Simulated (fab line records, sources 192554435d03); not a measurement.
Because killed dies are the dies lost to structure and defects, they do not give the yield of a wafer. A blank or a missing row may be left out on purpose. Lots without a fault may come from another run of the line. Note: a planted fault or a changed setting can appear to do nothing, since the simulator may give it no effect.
Lot-split experiment    flow n5-finfet    route with 1938 steps; 7 lots, 21 wafers read

== ABOUT THE SPLIT ==
At N5_BEOL_M13_COAT_04 (resist thk 400 nm), the setting spin-rpm was moved away from the recipe's 1625 rpm on 8 of the 21 wafers read, by -8.7% to +8.8%. All remaining wafers had this setting at the recipe value.

== FROM THE SPLIT TO THE READING: what the file shows between them, 1 step ==
- N5_BEOL_M13_ETCH_59: etches BARC in N2/H2, target depth 89 nm, overetch 26.7 nm, time 67.9 s (also split here: bias-w)

== THE READING ==
coat_of_BEOL_M13_COAT_04.thk-nm (the simulator's own value, which no gauge read), in nm, at N5_BEOL_M13_VIA_ETCH_16 (etches SiOC in C4F8/O2/Ar, target depth 921.7 nm). The file does not state a usual value for it. Across the 13 wafers here that went through the recipe, the average is 73.0 nm and the standard deviation 3.4 nm.

wafer   tool, chamber at the split  spin-rpm as run, rpm  against the recipe  coat_of_BEOL_M13_COAT_04.thk-nm, nm  against lot-mates on the recipe
L074.3  litho-track-05, 0           1625                  recipe              71                                   -
L074.4  litho-track-05, 0           1625                  recipe              68.2                                 -
L074.6  litho-track-05, 0           1484                  -8.7%               85.2                                 +15.6
L075.2  litho-track-01, 0           1709                  +5.2%               66.6                                 -6.5
L075.3  litho-track-01, 0           1625                  recipe              75.2                                 -
L075.5  litho-track-01, 0           1625                  recipe              71                                   -
L083.2  litho-track-05, 0           1768                  +8.8%               53.8                                 -16.2
L083.3  litho-track-05, 0           1768                  +8.8%               56.2                                 -13.8
L083.4  litho-track-05, 0           1625                  recipe              70                                   -
L088.2  litho-track-05, 0           1625                  recipe              76.6                                 -
L088.3  litho-track-05, 0           1625                  recipe              73.8                                 -
L088.5  litho-track-05, 0           1625                  recipe              73.8                                 -
L091.3  litho-track-05, 0           1625                  recipe              77.6                                 -
L091.4  litho-track-05, 0           1625                  recipe              77.6                                 -
L091.5  litho-track-05, 0           1625                  recipe              76.6                                 -
L096.1  litho-track-03, 0           1495                  -8.0%               89.2                                 +20.2
L096.2  litho-track-03, 0           1495                  -8.0%               88.8                                 +19.8
L096.3  litho-track-03, 0           1625                  recipe              69                                   -
L097.2  litho-track-01, 0           1498                  -7.8%               88.4                                 +20.0
L097.3  litho-track-01, 0           1498                  -7.8%               85.2                                 +16.8
L097.4  litho-track-01, 0           1625                  recipe              68.4                                 -

THE FIT
A straight line over all 21 wafers: coat_of_BEOL_M13_COAT_04.thk-nm changes by -1.83 nm for each +1% of spin-rpm; r = -0.95; the points scatter about the line by 3.2 nm.
The same after taking each lot's own level away (the mean of its wafers on the recipe; 21 wafers): -2.02 nm for each +1%; r = -0.98; scatter 2.1 nm.
On that fit, the largest move of spin-rpm shifts the reading by 18 nm.
Measured against the standard deviation above, the lots' own levels, which go from 68.40 to 77.27 nm, span 2.6 times it.
The two slopes agree, so the slope changes little with the lot-to-lot level.
Check: with one of the wafers moved furthest among these (+8.8%) left out of the fit, the line predicts -17 nm for it against its lot-mates. It came out at -16.2 nm against them.

== OTHER SPLITS ON THESE WAFERS ==
Before the reading, these wafers also passed through other splits. Each is held against what the fit with the lots' levels taken away leaves over:
other split on the same wafers    wafers away from the commonest value  r with coat_of_BEOL_M13_COAT_04.thk-nm (lot level and that fit taken away)
N5_BEOL_M9_TRENCH_ETCH_37 bias-w  8                                     +0.15
N5_BEOL_M10_ETCH_41 source-w      7                                     +0.25
N5_BEOL_M11_COAT_63 spin-rpm      3                                     -0.10
N5_BEOL_M11_COAT_22 spin-rpm      9                                     -0.37
N5_BEOL_M13_ETCH_59 bias-w        5                                     -0.12

== THE WHOLE CHAIN: every reading that the file lists as answering this split, in the file's order ==
step                     what it does                                                             reading                                                                           change (the file's fit)               r (the file's)
N5_BEOL_M13_COAT_04      resist thk 400 nm                                                        coat_of_BEOL_M13_COAT_04.thk-nm (the simulator's own value, which no gauge read)  -2.11 nm for each +1% of the setting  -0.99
N5_BEOL_M13_ETCH_59      etches BARC in N2/H2, target depth 89 nm, overetch 26.7 nm, time 67.9 s  coat_of_BEOL_M13_COAT_04.thk-nm (the simulator's own value, which no gauge read)  -2.16 nm for each +1% of the setting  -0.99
N5_BEOL_M13_VIA_ETCH_16  etches SiOC in C4F8/O2/Ar, target depth 921.7 nm                         coat_of_BEOL_M13_COAT_04.thk-nm (the simulator's own value, which no gauge read)  -1.99 nm for each +1% of the setting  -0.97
N5_BEOL_M13_STRIP_63     strips in N2/H2                                                          strip-time-to-endpoint-s                                                          withheld for each +1% of the setting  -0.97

== FILE'S OWN FIT ==
coat_of_BEOL_M13_COAT_04.thk-nm changes by -1.99 nm for each +1% of spin-rpm, r = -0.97.
